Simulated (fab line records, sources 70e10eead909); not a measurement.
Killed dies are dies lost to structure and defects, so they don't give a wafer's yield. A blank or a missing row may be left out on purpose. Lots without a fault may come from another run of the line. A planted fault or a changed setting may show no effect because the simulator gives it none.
Chamber matching | flow nand_harc | NHARC_A_CONTACT_ALD_18 on ald_metal-03: 4 sister chambers
The step deposits TiN, target thk 3 nm, pulse time 1 s, ald cycles 150. 8 wafers are shown with their chamber, then 7 later ones without.

WAFERS WITH THEIR CHAMBER
wafer  | chamber | heater_power_w (W) | precursor_pulse_height_rel
L080.5 | 0       | 1041               | 0.988
L084.1 | 3       | 1031               | 1.009
L084.2 | 2       | 1312               | 1.015
L087.3 | 1       | 1089               | 1.029
L087.4 | 2       | 1343               | 1.018
L087.5 | 0       | 1028               | 0.994
L086.1 | 3       | 1066               | 1.041
L086.3 | 1       | 1087               | 1.009

WAFERS WITHOUT THEIR CHAMBER
wafer  | heater_power_w (W) | precursor_pulse_height_rel
L086.6 | 1044               | 0.999
L093.3 | 1025               | 1.003
L093.5 | 1088               | 1.022
L093.6 | 1315               | 0.988
L094.2 | 1348               | 1.043
L094.3 | 1057               | 0.965
L094.4 | 952                | 1.025

WHICH CHAMBER EACH WENT THROUGH
wafer  | from the rows above     | in truth
L086.6 | can't be placed: 0 or 3 | 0
L093.3 | can't be placed: 0 or 3 | 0
L093.5 | 1                       | 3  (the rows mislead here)
L093.6 | 2                       | 2
L094.2 | 2                       | 2
L094.3 | 0                       | 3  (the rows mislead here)
L094.4 | can't be placed: 0 or 3 | 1
Placed correctly: 2 of 7. Can't be placed from these rows: 3 (the true chamber is among the candidates in 2). Placed wrongly: 2.
How it was worked out, from the rows above alone: a wafer's distance from a chamber is the root of the sum, over the readings, of the square of ((its reading less the chamber's mean) divided by the reading's scatter). The wafer belongs to the nearest chamber; if the next one is less than 2 further off, it can't be placed. A chamber's mean is the mean of its shown wafers. The scatter: the root of (the sum of the squares of (reading less its chamber's mean) over the shown wafers, divided by (wafers less chambers)).
